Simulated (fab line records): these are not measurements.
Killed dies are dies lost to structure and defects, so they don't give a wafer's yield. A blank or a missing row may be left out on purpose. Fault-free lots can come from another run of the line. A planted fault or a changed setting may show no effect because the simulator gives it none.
fab line records	flow nandHarc
record: lots: 12	wafers: 34	lastDay: 33
route steps=1302 shown A_CHANNEL_HOLE_D1@468 A_CHANNEL_FILL_D1@496
lots with no fault: from the same line, run without faults
startH: start of the lot's first displayed wafer, in hours after the record's first day	waitH: hours since the lot's step before	" same as the row above	L1.1+2: a row that stands for several wafers	- no value, or no start was given	* or withheld: withheld	< > ~ a bound
route shown NAME@n: a module of which the file shows steps, and the number in the route of the first	usual: mean and standard deviation over wafers with no fault	same: alike in all rows	chamber/n: place in a boat	sites: per-site readings	_std_site: standard deviation of those values	_edge_site: mean of outer sites minus mean of inner sites	radiusMm: for every site, how far away it sits from the centre of the wafer	mask NAME#n: copy n	behind: the tool/chamber that last shaped the wafer	hold: reason for holding the lot/hours on hold/outcome of the hold	device: names the non-switching transistor (n, p or np)	end of line: tests of these same wafers at the route's end	a step with no rows: only its recipe	killed: the dies lost at the first sort to structure and to defects; this is not the yield of the wafer	map: shows each die of a wafer: x if killed, . if not, _ if none is there
set.NAME: the setting as run; set.NAME@STEP: as run at that earlier step	model.NAME: the simulator's own value behind a step, which no gauge read
steps of the route over a sample of lots; a table a step, a row a wafer
services: a tool's chamber out of use, with start hour (startH, from the record's first day; less than 0 if before it), hours out, and reason
== steps ==
step: NHARC_A_CHANNEL_HOLE_D1_ETCH_34
recipe: targetDepthA: 1540	timeS: 77	cf4FlowSccm: 100	chf3FlowSccm: 30	arFlowSccm: 0	rfW: 500	biasW: 200	chemistry: CF4/CHF3
usual: drypumpMotorCurrentA: 5.9/0.43	oesProductAu: 0.946/0.024	rfVppV: 371.0/2.3	showerheadPlenumPTorr: 1.59/0.065	throttleValvePct: 16.801/0.0086
lot.wafer	tool	chamber	startH	waitH	drypumpMotorCurrentA	oesProductAu	rfHoursCounterH	rfVppV	showerheadPlenumPTorr	throttleValvePct
L636.1	rieDiel-07	2	-	-	6.0	0.914	6	371.5	1.58	16.808
L636.4	"	3	"	"	6.6	0.935	-	369.2	1.58	16.794
L636.5	"	1	"	"	6.1	0.922	-	368.2	1.47	16.810
L637.3	rieDiel-05	1	-	-	5.8	1.005	47	373.2	1.69	16.795
L637.1	"	2	"	"	5.9	0.971	48	371.9	1.62	16.812
L637.5	"	0	"	"	5.0	0.987	-	372.2	1.61	16.819
L639.4	rieDiel-07	1	-	-	6.2	0.918	9	365.8	1.47	16.794
L639.6	"	0	"	"	5.7	0.925	-	368.6	1.54	16.810
L639.5	"	1	"	"	6.1	0.924	-	366.6	1.47	16.793
L642.2	rieDiel-05	1	-	-	5.8	0.978	2	373.4	1.69	16.803
L642.3	"	2	"	"	5.9	0.963	2	371.5	1.62	16.788
L642.5	"	1	"	"	5.8	0.981	-	375.7	1.69	16.794
L643.2	rieDiel-07	2	-	-	6.0	0.932	11	370.9	1.58	16.807
L643.6	"	2	"	"	6.0	0.931	-	370.5	1.58	16.791
L643.5	"	0	"	"	5.7	0.927	-	369.8	1.54	16.793
L645.4	rieDiel-07	1	-	-	6.1	0.919	15	366.4	1.47	16.805
L645.5	"	2	"	"	6.0	0.925	-	369.9	1.58	16.797
L645.6	"	3	"	"	6.6	0.934	-	369.9	1.57	16.791
L650.4	rieDiel-07	0	-	-	5.7	0.952	2	369.1	1.54	16.809
L650.5	"	0	"	"	5.7	0.946	-	369.9	1.54	16.792
L649.2	rieDiel-09	1	-	-	5.9	0.981	0	371.5	1.63	16.803
L649.3	"	2	"	"	6.1	0.989	0	371.1	1.60	16.804
L649.1	"	3	"	"	6.4	0.960	0	372.9	1.69	16.806
L652.1	rieDiel-09	2	-	-	6.2	0.995	4	372.8	1.60	16.801
L652.5	"	2	"	"	6.2	0.992	-	370.1	1.60	16.795
L655.2	rieDiel-07	0	-	-	5.7	0.917	5	369.5	1.54	16.797
L655.4	"	2	"	"	6.0	0.914	5	370.1	1.58	16.803
L655.6	"	0	"	"	5.7	0.921	-	370.2	1.54	16.801
L657.4	rieDiel-05	3	-	-	5.2	0.918	54	372.8	1.69	16.810
L657.1	"	2	"	"	5.9	0.923	51	373.6	1.61	16.802
L657.5	"	3	"	"	5.2	0.921	-	373.7	1.69	16.801
L658.2	rieDiel-07	1	-	-	6.2	0.915	7	367.1	1.47	16.799
L658.1	"	2	"	"	5.9	0.915	8	370.1	1.58	16.807
L658.3	"	0	"	"	5.7	0.929	7	370.3	1.54	16.800
step: NHARC_A_CHANNEL_HOLE_D1_ETCH_22
recipe: biasV: 3000	sourceW: withheld	pressureMtorr: 20	timeS: 666.7	arFlowSccm: 375	c4f8FlowSccm: 89.3	o2FlowSccm: 35.7	tempC: -20	targetDepthA: 16000	chemistry: C4F8/O2/Ar
usual: drypumpMotorCurrentA: 5.7/0.59	oesAirLineAu: 1.001/0.021	showerheadPlenumPTorr: 3.68/0.062	throttleValvePct: 32.153/0.0089
lot.wafer	tool	chamber	startH	waitH	drypumpMotorCurrentA	oesAirLineAu	rfHoursCounterH	showerheadPlenumPTorr	throttleValvePct
L636.1	harEtch-01	0	193.79	0.4	5.1	1.003	93	3.73	32.141
L636.4	"	1	"	"	6.0	0.999	-	3.73	32.150
L636.5	"	1	"	"	6.0	0.982	-	3.73	32.160
L637.1	harEtch-02	1	210.11	0.4	5.3	0.973	307	3.58	32.148
L637.3	"	1	"	"	5.3	1.022	-	3.58	32.134
L637.5	"	0	"	"	6.7	1.029	-	3.76	32.143
L639.4	harEtch-02	1	218.46	0.4	5.3	0.989	-	3.58	32.151
L639.6	"	1	"	"	5.3	0.980	-	3.58	32.145
L639.5	"	0	"	"	6.7	0.989	-	3.76	32.161
L642.2	harEtch-01	1	248.79	0.4	5.9	0.998	127	3.71	32.157
L642.3	"	1	"	"	6.0	0.983	-	3.71	32.147
L642.5	"	1	"	"	5.9	0.984	-	3.71	32.156
L643.2	harEtch-01	0	263.54	0.4	5.1	0.999	135	3.71	32.149
L643.5	"	1	"	"	5.9	0.996	-	3.71	32.154
L643.6	"	0	"	"	5.1	1.002	-	3.71	32.148
L645.4	harEtch-01	0	291.17	0.4	5.1	0.988	-	3.70	32.129
L645.6	"	0	"	"	5.1	1.010	-	3.70	32.161
L645.5	"	1	"	"	5.9	0.984	-	3.70	32.156
L650.4	harEtch-01	1	333.11	0.4	5.9	0.966	-	3.69	32.148
L650.5	"	1	"	"	5.9	0.950	-	3.69	32.156
L649.1	harEtch-02	1	335.97	0.4	5.3	0.976	383	3.54	32.150
L649.2	"	0	"	"	6.7	1.002	376	3.72	32.165
L649.3	"	0	"	"	6.7	1.002	-	3.72	32.158
L652.1	harEtch-02	1	343.43	0.4	5.3	0.984	387	3.54	32.137
L652.5	"	1	"	"	5.3	1.049	-	3.54	32.152
L655.2	harEtch-01	1	383.95	0.4	5.9	1.032	204	3.67	32.171
L655.4	"	0	"	"	5.1	1.021	-	3.67	32.158
L655.6	"	1	"	"	5.9	1.021	-	3.67	32.170
L657.1	harEtch-01	0	397.23	0.4	5.1	1.020	215	3.66	32.150
L657.4	"	1	"	"	6.0	0.986	-	3.66	32.153
L657.5	"	0	"	"	5.1	0.996	-	3.66	32.149
L658.2	harEtch-01	0	408.92	0.4	5.1	0.967	223	3.66	32.146
L658.1	"	1	"	"	6.0	1.016	223	3.66	32.145
L658.3	"	1	"	"	5.9	0.969	-	3.66	32.147
step: NHARC_A_CHANNEL_HOLE_D1_STRIP_27
recipe: o2FlowSccm: 500	arFlowSccm: 0	biasW: 0	chemistry: O2
usual: drypumpMotorCurrentA: 6.0/0.38	oesProductAu: 1.000/0.0084	rfVppV: 57.9/0.91	showerheadPlenumPTorr: 3.55/0.14	throttleValvePct: 17.036/0.0087
lot.wafer	tool	chamber	startH	waitH	drypumpMotorCurrentA	oesProductAu	rfHoursCounterH	rfVppV	showerheadPlenumPTorr	throttleValvePct
L636.1	rieDiel-07	3	-	-	6.6	1.000	8	57.4	3.53	17.041
L636.4	"	1	"	"	6.2	0.995	8	57.3	3.30	17.037
L636.5	"	2	"	"	6.0	0.995	-	56.6	3.55	17.040
L637.3	rieDiel-07	0	-	-	5.7	0.997	6	57.5	3.46	17.043
L637.1	"	1	"	"	6.2	0.996	9	57.7	3.30	17.028
L637.5	"	3	"	"	6.6	1.018	-	57.5	3.53	17.031
L639.4	rieDiel-07	3	-	-	6.6	1.009	10	56.7	3.53	17.030
L639.6	"	1	"	"	6.2	0.998	-	57.5	3.30	17.015
L639.5	"	2	"	"	6.0	0.996	-	58.4	3.55	17.039
L642.3	rieDiel-07	2	-	-	6.0	0.995	11	57.6	3.55	17.033
L642.2	"	1	"	"	6.2	1.003	12	57.2	3.30	17.024
L642.5	"	1	"	"	6.2	1.007	-	57.1	3.30	17.034
L643.2	rieDiel-09	2	-	-	6.2	1.005	30	59.3	3.61	17.025
L643.6	"	2	"	"	6.1	1.010	-	58.2	3.60	17.056
L643.5	"	3	"	"	6.4	0.998	-	57.3	3.79	17.034
L645.4	rieDiel-05	0	-	-	5.0	1.010	20	56.9	3.60	17.034
L645.6	"	1	"	"	5.8	1.006	-	57.0	3.76	17.034
L645.5	"	2	"	"	5.9	1.002	-	59.7	3.62	17.040
L650.4	rieDiel-07	0	-	-	5.7	0.999	2	58.7	3.46	17.033
L650.5	"	3	"	"	6.6	1.016	-	57.1	3.53	17.033
L649.1	rieDiel-05	1	-	-	5.8	1.004	40	58.6	3.75	17.043
L649.3	"	2	"	"	5.9	1.005	32	58.1	3.61	17.031
L649.2	"	0	"	"	5.0	1.003	37	58.8	3.59	17.040
L652.1	rieDiel-05	1	-	-	5.8	0.992	41	58.9	3.75	17.045
L652.5	"	3	"	"	5.2	0.985	-	56.7	3.79	17.031
L655.2	rieDiel-07	3	-	-	6.6	1.001	6	57.1	3.53	17.051
L655.4	"	1	"	"	6.2	0.997	5	56.5	3.30	17.030
L655.6	"	3	"	"	6.6	1.006	-	58.8	3.53	17.029
L657.4	rieDiel-09	1	-	-	5.9	0.995	25	57.4	3.64	17.024
L657.1	"	2	"	"	6.2	1.018	29	57.8	3.58	17.042
L657.5	"	0	"	"	5.8	1.006	-	58.5	3.63	17.032
L658.2	rieDiel-07	0	-	-	5.7	0.995	8	57.1	3.45	17.043
L658.3	"	1	"	"	6.2	0.994	7	58.8	3.30	17.038
L658.1	"	2	"	"	6.0	1.005	8	59.3	3.54	17.031
step: NHARC_A_CHANNEL_FILL_D1_ALD_16
recipe: targetThkA: 15	pulseTimeS: 10	aldCycles: 15	tempC: 300	material: SiO2
usual: aldCycles: 15/0	heaterPowerW: 485/54	precursorPulseHeightRel: 0.997/0.021
lot.wafer	tool	chamber	startH	waitH	aldCycles	heaterPowerW	precursorPulseHeightRel	sinceWetCleanH
L636.1	aldHk-01	3	210.87	0.0	15	440	1.011	82
L636.4	"	2	"	"	15	547	0.943	82
L636.5	"	0	"	"	15	550	0.988	-
L637.3	aldHk-03	3	229.33	0.1	15	486	1.036	5
L637.1	"	1	"	"	15	524	1.017	5
L637.5	"	3	"	"	15	499	0.974	-
L639.4	aldHk-04	3	237.08	0.0	15	438	1.021	151
L639.5	"	3	"	"	15	448	0.993	-
L639.6	"	0	"	"	15	547	1.015	-
L642.3	aldHk-03	3	266.42	0.1	15	499	0.957	42
L642.2	"	1	"	"	15	515	0.973	42
L642.5	"	3	"	"	15	490	1.002	-
L643.2	aldHk-01	3	281.04	0.1	15	454	0.964	152
L643.6	"	0	"	"	15	550	1.011	-
L643.5	"	1	"	"	15	446	1.007	-
L645.4	aldHk-01	1	308.39	0.1	15	438	1.039	2
L645.5	"	0	"	"	15	584	0.975	-
L645.6	"	1	"	"	15	446	0.978	-
L650.4	aldHk-03	1	350.82	0.7	15	515	0.993	127
L650.5	"	3	"	"	10	501	0.987	-
L649.1	aldHk-03	2	354.68	0.0	10	411	1.038	131
L649.3	"	3	"	"	15	499	0.982	131
L649.2	"	1	"	"	15	525	1.042	131
L652.1	aldHk-03	3	361.85	0.0	10	507	0.972	138
L652.5	"	3	"	"	10	500	1.000	-
L655.2	aldHk-01	3	401.78	0.0	15	461	1.010	95
L655.4	"	1	"	"	15	438	0.987	95
L655.6	"	3	"	"	15	462	0.990	-
L657.1	aldHk-01	3	416.15	1.1	15	455	0.995	110
L657.4	"	2	"	"	15	523	1.031	110
L657.5	"	0	"	"	15	604	0.987	-
L658.3	aldHk-01	3	426.39	0.1	15	456	1.012	120
L658.1	"	0	"	"	15	597	1.000	120
L658.2	"	1	"	"	15	439	0.991	120
== services ==
tool	chamber	startH	hours	kind
rieDiel-07	0	175.25	-	clean
rieDiel-07	1	175.25	-	clean
rieDiel-07	2	175.25	-	clean
rieDiel-09	2	203.91	8.3	repair
rieDiel-09	0	206.86	1.8	repair
aldHk-01	-	207.87	0.7	repair
aldHk-03	-	214.13	10.0	pm
rieDiel-05	1	214.95	5.1	repair
rieDiel-05	3	224.80	7.2	repair
rieDiel-05	-	229.62	9.0	pm
rieDiel-07	3	242.98	24.6	repair
rieDiel-07	-	294.25	9.0	pm
aldHk-01	-	296.67	10.0	pm
rieDiel-09	3	313.47	10.3	repair
rieDiel-09	-	320.46	9.0	pm
rieDiel-05	2	327.15	9.6	repair
rieDiel-07	-	339.53	2.2	repair
rieDiel-09	0	358.70	36.5	repair
harEtch-02	-	380.83	17.0	pm
rieDiel-09	1	386.84	5.0	repair
aldHk-03	-	392.13	10.0	pm
rieDiel-05	-	406.62	9.0	pm
rieDiel-07	3	407.81	12.7	repair
aldHk-01	-	414.03	2.1	repair
== key ==
firstSign: step: NHARC_A_CHANNEL_FILL_D1_ALD_16	reading: aldCycles	direction: down	sigmas: 99+	usual: 15	struck: 10
effect none on later readings
metAt NHARC_A_CHANNEL_FILL_D1_ALD_16
struckLots L649,L650,L652
struckWafers L649.1,L650.5,L652.1,L652.5
testerLeftOut L649,L650,L652
notActingAt NHARC_A_CHANNEL_HOLE_D1_ETCH_34,NHARC_A_CHANNEL_HOLE_D1_ETCH_22,NHARC_A_CHANNEL_HOLE_D1_STRIP_27
onsetBetween 266.42 350.82
fault: kind: processParameterDrift	tool: aldHk-03	chamber: -	onsetH: 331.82	steps: NHARC_A_CHANNEL_FILL_D1_ALD_16	channel: aldCycles	offset: -5	shape: step	endH: 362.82	scope: struckWafersOnly	actsIn: theseRecipesOnly	stated: 15
testerLeftOut: of these lots the tester's yield and bins aren't shown, on N5 and GAA mostly nor the transistor test; their killed dies are dies lost to structure and defects alone, not to doping, threshold or leakage, so they don't give the yield
